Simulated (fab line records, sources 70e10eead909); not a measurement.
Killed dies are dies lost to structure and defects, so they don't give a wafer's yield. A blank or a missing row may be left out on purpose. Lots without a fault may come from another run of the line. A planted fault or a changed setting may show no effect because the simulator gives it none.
One fault seen from 2 desks | flow nand_harc | each desk has only its own numbers; what lay behind them comes last

THE TOOL OWNER'S DESK: pvd_sputter-01
The tool's own readings at NHARC_P_M0_PVD_21 (deposits Cu, target thk 30 nm, time 20.49 s): means of the sampled wafers that have a number, for each lot that ran on this tool. A lot is out of limits, marked OUT, if its mean lies more than 4 standard deviations from the usual mean; the brackets give that distance.
Columns: A = throttle_valve_pct at NHARC_P_M0_PVD_21, usual 30.2 %
lot  | first seen here | A
L725 | day 7 12:19     | 29.7
L729 | day 9 07:43     | 30.0
L731 | day 9 21:16     | 30.3
L738 | day 13 00:05    | 30.2
L741 | day 14 05:12    | 31.4
L742 | day 14 09:36    | 30.9
L745 | day 15 12:48    | 30.7
This desk's finding: nothing out of limits on any of the 7 lots.

THE DEFECT DESK
What the inspections along the route counted, lot by lot: means of the sampled wafers that have a number. A lot is out of limits, marked OUT, if its mean lies more than 4 standard deviations from the usual mean; the brackets give that distance.
Columns: A = raw_defect_count at NHARC_HYBRID_BOND_INSPECT_06, usual 94
lot  | first seen here | A
L722 | day 24 01:01    | 102
L725 | day 24 13:56    | 157
L726 | day 25 08:13    | 102
L727 | day 25 08:13    | 84
L729 | day 27 22:05    | 33
L731 | day 27 22:06    | 82
L737 | day 29 14:26    | 32
L738 | day 31 05:01    | 180
L741 | day 32 16:56    | 83
L742 | day 32 16:58    | 109
L744 | day 33 15:05    | 33
L745 | day 33 15:05    | 125
This desk's finding: nothing out of limits on any of the 12 lots.

PUT TOGETHER
The tool owner's desk saw nothing out of limits.
The defect desk saw nothing out of limits.

WHAT THE SIMULATOR HAD PUT IN
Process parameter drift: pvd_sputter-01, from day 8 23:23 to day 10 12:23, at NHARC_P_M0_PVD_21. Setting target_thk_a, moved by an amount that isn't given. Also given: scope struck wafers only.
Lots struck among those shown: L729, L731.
